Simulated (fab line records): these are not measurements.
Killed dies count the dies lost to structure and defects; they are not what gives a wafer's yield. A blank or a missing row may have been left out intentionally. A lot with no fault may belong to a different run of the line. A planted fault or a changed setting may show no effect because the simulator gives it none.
fab line records | flow n5Finfet
[record] lots = 5 wafers = 15 lastDay = 17
route steps=1938 shown BEOL_M15@1822
lots that met no fault: taken from a fault-free run of the same line
startH: start of the lot's first displayed wafer, in hours after the record's first day | waitH: hours from the lot's prior step to this one | " identical to the entry in the row above | L1.1+2: a single row standing in for several wafers | - no value, or no start was given | * or withheld: withheld | < > ~ a bound
route shown NAME@n: a module of which the file shows steps, and the number in the route of the first | usual: mean/standard deviation of fault-free wafers | same: alike in all rows | chamber/n: place in a boat | sites: each site's reading | _std_site: standard deviation across them | _edge_site: the outer-site mean with the inner-site mean subtracted | radiusMm: how far each site lies from the wafer's centre | mask NAME#n: copy n | behind: tool/chamber where the wafer was last shaped | hold: reason for holding the lot/hours on hold/outcome of the hold | device: whichever transistor did not switch (one of n, p or np) | end of line: the same wafers' tests at the end of the route | a step given without rows: its recipe and nothing more | killed: dies that structure and defects cost at the first sort, which is not the same as the wafer's yield | map: a wafer's dies, marking killed ones x, the rest . and places with no die _
set.NAME: the setting the step ran with; set.NAME@STEP: the setting that earlier step ran with | model.NAME: the simulator's own value behind a step, which no gauge read
a table for each step, a row for each wafer; lots at some steps of the route
services: when a tool's chamber went out of use (startH, in hours from the record's first day, below 0 if earlier), for how many hours, and the reason
[[steps]]
[step N5_BEOL_M15_ECD_47]
[recipe] material = Cu targetThkA = 18600
// columns lot.wafer tool chamber startH waitH
L080.1+3+6 ecdCu-02 1,1,0 313.07 0.1
L083.1+2+3 ecdCu-01 1,0,1 332.55 0.1
L086.2+3+5 ecdCu-01 0,0,1 345.53 0.1
L094.1+4+5 ecdCu-01 0 389.25 0.1
L095.1+3+6 ecdCu-01 0,1,1 401.03 0.1
[step N5_BEOL_M15_ANNEAL_48]
[recipe] tempC = 225 timeS = 90 ambient = N2
[usual] wafer_temp_C_max = 226.3/0.63
// columns lot.wafer tool chamber startH waitH wafer_temp_C_max
L080.1 rtpAnneal-01 0 313.32 0.2 226.9
L080.3 " 0 " " 226.9
L080.6 " 0 " " 227.2
L083.1 rtpAnneal-02 0 332.79 0.2 226.1
L083.2 " 0 " " 225.9
L083.3 " 0 " " 225.7
L086.2 rtpAnneal-01 0 345.82 0.2 227.0
L086.3 " 0 " " 227.1
L086.5 " 0 " " 226.9
L094.1 rtpAnneal-02 0 389.50 0.2 225.9
L094.4 " 0 " " 225.4
L094.5 " 0 " " 225.7
L095.1 rtpAnneal-01 0 401.27 0.2 226.5
L095.3 " 0 " " 226.7
L095.6 " 0 " " 226.9
[step N5_BEOL_M15_CMP_49]
[recipe] stopOn = SiO2 tOverpolishS = 4.9 downForcePsi = 2 platenRpm = 80 clearingPlatenDownForcePsi = 2 clearingPlatenRpm = 80 postCmpClean = cuAlkaline targetThkNm = 850 clearingPlatenPadVelocityMS = 1.5917 padVelocityMS = 1.5917
[usual] barrierFieldEndpointS = 11.49/0.27 motorCurrentA = 7.6/0.76 overpolishRunS = 4.901/0.0082 slurryFlowMlMin = 150.0/0.44
// columns lot.wafer tool chamber startH waitH barrierFieldEndpointS motorCurrentA overpolishRunS slurryFlowMlMin
L080.1 cmp-02 2 313.69 0.3 11.52 6.2 4.896 150.2
L080.3 " 3 " " 11.97 7.4 4.903 150.1
L080.6 " 0 " " 11.45 8.0 4.914 150.2
L083.2 cmp-02 1 333.09 0.2 11.47 6.8 4.897 150.0
L083.1 " 2 " " 11.49 6.2 4.909 149.8
L083.3 " 0 " " 11.52 7.8 4.911 150.1
L086.2 cmp-04 0 346.14 0.3 11.36 7.7 4.894 150.2
L086.3 " 1 " " 11.78 8.6 4.897 150.0
L086.5 " 2 " " 11.14 7.3 4.888 150.3
L094.4 cmp-01 2 389.80 0.1 11.60 8.5 4.903 149.4
L094.1 " 1 " " 11.63 8.4 4.896 148.6
L094.5 " 3 " " 11.70 7.9 4.900 150.2
L095.3 cmp-04 1 401.64 0.2 11.34 9.4 4.893 149.9
L095.1 " 2 " " 11.36 7.3 4.904 150.2
L095.6 " 0 " " 11.09 7.7 4.908 150.4
[step N5_BEOL_M15_THK_MEAS_50]
[recipe] thkMeasGauge = xrf reads = Cu_of_BEOL_M15_ECD_47
[usual] M15_THK = 852/15
// columns lot.wafer tool chamber startH waitH M15_THK[nm]
L080.1 filmMetro-02 - 313.91 - 860
L080.3 " - " " 851
L080.6 " - " " 820
L083.1 filmMetro-01 - 333.38 - 847
L083.2 " - " " 874
L083.3 " - " " 833
L086.2 filmMetro-01 - 346.36 - 844
L086.3 " - " " 851
L086.5 " - " " 881
L094.1 filmMetro-02 - 390.09 - 826
L094.4 " - " " 846
L094.5 " - " " 850
L095.1 filmMetro-01 - 401.86 - 841
L095.3 " - " " 861
L095.6 " - " " 850
[step N5_BEOL_M15_PRE_CLEAN_52]
[recipe] gas = NH3 timeS = 15 tempC = withheld rfPowerW = 300
// columns lot.wafer tool chamber startH waitH
L080.1+3+6 pecvd-03 2,1,1 313.95 0.0
L083.1+2+3 pecvd-04 0,1,0 333.42 0.0
L086.2+3+5 pecvd-01 2,0,2 346.40 0.0
L094.1+4+5 pecvd-01 0,2,0 390.13 0.0
L095.1+3+6 pecvd-01 2,1,2 401.90 0.0
[step N5_BEOL_M15_DEP_53]
[recipe] material = SiCN targetThkA = 500 tempC = withheld precursor = 3MS/NH3 pressureTorr = 3 rfW = 675 timeS = 17.8
[usual] showerheadPlenumPTorr = 4.157/0.027 showerheadVppV = 1583/96 throttleValvePct = 18.0/0.91
// columns lot.wafer tool chamber startH waitH showerheadPlenumPTorr showerheadVppV throttleValvePct
L080.1 pecvd-03 2 313.97 0.0 4.165 1575 17.3
L080.3 " 1 " " 4.196 1721 18.2
L080.6 " 1 " " 4.190 1679 18.1
L083.1 pecvd-04 0 333.46 0.0 4.159 1660 18.9
L083.2 " 1 " " 4.200 1561 17.9
L083.3 " 0 " " 4.160 1644 18.7
L086.2 pecvd-01 2 346.42 0.0 4.124 1382 17.4
L086.3 " 0 " " 4.145 1604 17.4
L086.5 " 2 " " 4.131 1383 17.2
L094.1 pecvd-01 0 390.15 0.0 4.149 1601 17.5
L094.4 " 2 " " 4.138 1368 17.5
L094.5 " 0 " " 4.150 1647 17.4
L095.1 pecvd-01 2 401.92 0.0 4.136 1390 17.3
L095.3 " 1 " " 4.118 1599 19.4
L095.6 " 2 " " 4.132 1375 17.5
[step N5_BEOL_M15_RS_MEAS_54]
[recipe] thkMeasGauge = four-point-probe reads = Cu_of_BEOL_M15_ECD_47+Ta_of_BEOL_M15_SPUTTER_44+TaN_of_BEOL_M15_SPUTTER_43
[usual] M15_RS = 0.0215/0.00037
// columns lot.wafer tool chamber startH waitH M15_RS[ohm/sq]
L080.1 filmMetro-02 - 314.04 0.0 0.0213
L080.3 " - " " 0.0214
L080.6 " - " " 0.0222
L083.1 filmMetro-02 - 333.54 0.1 0.0217
L083.2 " - " " 0.0209
L083.3 " - " " 0.0220
L086.2 filmMetro-01 - 346.49 0.1 0.0218
L086.3 " - " " 0.0217
L086.5 " - " " 0.0209
L094.1 filmMetro-01 - 390.22 0.0 0.0223
L094.4 " - " " 0.0217
L094.5 " - " " 0.0215
L095.1 filmMetro-02 - 401.99 0.0 0.0219
L095.3 " - " " 0.0214
L095.6 " - " " 0.0216
[step N5_BEOL_M15_INSPECT_55]
[recipe] inspectInstrument = darkfield mode = postDep
[usual] rawDefectCount = 73/24
// columns lot.wafer tool chamber startH waitH rawDefectCount
L080.1 defectInspect-02 - 314.06 0.0 80
L080.3 " - " " 146
L080.6 " - " " 101
L083.1 defectInspect-02 - 333.57 0.0 76
L083.2 " - " " 49
L083.3 " - " " 79
L086.2 defectInspect-01 - 346.52 0.0 97
L086.3 " - " " 87
L086.5 " - " " 73
L094.1 defectInspect-01 - 390.25 0.0 45
L094.4 " - " " 47
L094.5 " - " " 67
L095.1 defectInspect-02 - 402.02 0.0 96
L095.3 " - " " 104
L095.6 " - " " 98
[[services]]
// columns tool chamber startH hours kind
cmp-01 - 290.15 2.1 repair
cmp-04 - 293.90 0.8 repair
pecvd-04 2 296.36 2.1 scheduledDown
cmp-01 - 302.33 2.1 repair
ecdCu-02 - 305.80 0.3 repair
cmp-02 - 313.84 4.0 pm
cmp-02 - 317.84 - consumableReplace:conditioner
cmp-02 - 317.84 - consumableReplace:pad
pecvd-01 0 320.34 2.1 scheduledDown
pecvd-04 - 326.25 2.8 pm
cmp-04 - 326.72 2.6 repair
cmp-01 - 326.75 4.6 pm
pecvd-04 2 329.76 6.5 repair
cmp-04 - 351.12 0.3 repair
pecvd-01 - 368.41 6.8 repair
pecvd-04 - 382.54 0.4 repair
pecvd-03 1 383.62 - clean
pecvd-03 1 383.62 - consumableReplace:showerhead
pecvd-03 1 383.62 29.0 scheduledDown
pecvd-03 1 383.62 29.0 ventCycle
[[key]]
fault none
